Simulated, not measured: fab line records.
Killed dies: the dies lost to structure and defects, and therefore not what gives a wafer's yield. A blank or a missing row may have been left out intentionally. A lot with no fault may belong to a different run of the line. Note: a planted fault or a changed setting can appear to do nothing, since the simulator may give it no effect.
Matching of chambers || flow n5_finfet || N5_HKMG_FIN_ETCH_31 on rie_diel-03: 3 sister chambers
The step etches SiARC in CF4, target depth 45.5 nm, time 75.8 s. 14 wafers are shown with their chamber, then 4 later ones without.

## EACH WAFER AND ITS CHAMBER
{"wafer": "L880.1", "chamber": 2, "drypump_motor_current_A (A)": 5.2, "showerhead_plenum_p_Torr (Torr)": 2.13, "throttle_valve_pct (%)": 15.87}
{"wafer": "L880.2", "chamber": 1, "drypump_motor_current_A (A)": 6.1, "showerhead_plenum_p_Torr (Torr)": 2.13, "throttle_valve_pct (%)": 15.52}
{"wafer": "L880.5", "chamber": 1, "drypump_motor_current_A (A)": 6.1, "showerhead_plenum_p_Torr (Torr)": 2.13, "throttle_valve_pct (%)": 15.53}
{"wafer": "L882.1", "chamber": 0, "drypump_motor_current_A (A)": 6.1, "showerhead_plenum_p_Torr (Torr)": 2.23, "throttle_valve_pct (%)": 15.79}
{"wafer": "L882.2", "chamber": 1, "drypump_motor_current_A (A)": 6.1, "showerhead_plenum_p_Torr (Torr)": 2.12, "throttle_valve_pct (%)": 15.52}
{"wafer": "L882.5", "chamber": 0, "drypump_motor_current_A (A)": 6.2, "showerhead_plenum_p_Torr (Torr)": 2.23, "throttle_valve_pct (%)": 15.83}
{"wafer": "L884.2", "chamber": 2, "drypump_motor_current_A (A)": 5.2, "showerhead_plenum_p_Torr (Torr)": 2.13, "throttle_valve_pct (%)": 15.89}
{"wafer": "L884.3", "chamber": 0, "drypump_motor_current_A (A)": 6.2, "showerhead_plenum_p_Torr (Torr)": 2.23, "throttle_valve_pct (%)": 15.83}
{"wafer": "L884.6", "chamber": 1, "drypump_motor_current_A (A)": 6.1, "showerhead_plenum_p_Torr (Torr)": 2.12, "throttle_valve_pct (%)": 15.53}
{"wafer": "L895.1", "chamber": 0, "drypump_motor_current_A (A)": 6.2, "showerhead_plenum_p_Torr (Torr)": 2.22, "throttle_valve_pct (%)": 15.90}
{"wafer": "L895.2", "chamber": 2, "drypump_motor_current_A (A)": 5.2, "showerhead_plenum_p_Torr (Torr)": 2.11, "throttle_valve_pct (%)": 15.94}
{"wafer": "L895.5", "chamber": 0, "drypump_motor_current_A (A)": 6.2, "showerhead_plenum_p_Torr (Torr)": 2.22, "throttle_valve_pct (%)": 15.89}
{"wafer": "L900.2", "chamber": 0, "drypump_motor_current_A (A)": 6.2, "showerhead_plenum_p_Torr (Torr)": 2.21, "throttle_valve_pct (%)": 15.91}
{"wafer": "L900.3", "chamber": 1, "drypump_motor_current_A (A)": 6.1, "showerhead_plenum_p_Torr (Torr)": 2.11, "throttle_valve_pct (%)": 15.02}

SIGNATURES (means of the wafers above)
{"reading": "drypump_motor_current_A", "chamber 0": 6.183, "chamber 1": 6.100, "chamber 2": 5.200, "scatter within a chamber": 0.0275}
{"reading": "showerhead_plenum_p_Torr", "chamber 0": 2.2233, "chamber 1": 2.1220, "chamber 2": 2.1233, "scatter within a chamber": 0.00894}
{"reading": "throttle_valve_pct", "chamber 0": 15.8583, "chamber 1": 15.4240, "chamber 2": 15.9000, "scatter within a chamber": 0.141}
Rule: a wafer's distance from a chamber is the root of the sum, over the readings, of the square of ((its reading less the chamber's mean) divided by the reading's scatter). The wafer belongs to the nearest chamber; if the next one is less than 2 further off, it can't be placed. The scatter is the square root of a quotient: the sum, over the shown wafers, of each reading's squared deviation from its chamber's mean, divided by wafers minus chambers.

## WAFERS MISSING THEIR CHAMBER
{"wafer": "L900.6", "drypump_motor_current_A (A)": 6.1, "showerhead_plenum_p_Torr (Torr)": 2.11, "throttle_valve_pct (%)": 15.02}
{"wafer": "L901.5", "drypump_motor_current_A (A)": 6.1, "showerhead_plenum_p_Torr (Torr)": 2.11, "throttle_valve_pct (%)": 15.02}
{"wafer": "L901.6", "drypump_motor_current_A (A)": 6.1, "showerhead_plenum_p_Torr (Torr)": 2.21, "throttle_valve_pct (%)": 15.93}
{"wafer": "L902.3", "drypump_motor_current_A (A)": 6.1, "showerhead_plenum_p_Torr (Torr)": 2.11, "throttle_valve_pct (%)": 15.03}

## WHICH CHAMBER EACH ONE RAN IN
{"wafer": "L900.6", "from the rows above": 1, "in truth": 1}
{"wafer": "L901.5", "from the rows above": 1, "in truth": 1}
{"wafer": "L901.6", "from the rows above": 0, "in truth": 0}
{"wafer": "L902.3", "from the rows above": 1, "in truth": 1}
Correctly placed: 4 of 4. Left unplaced by these rows: 0. 0 placed wrongly.
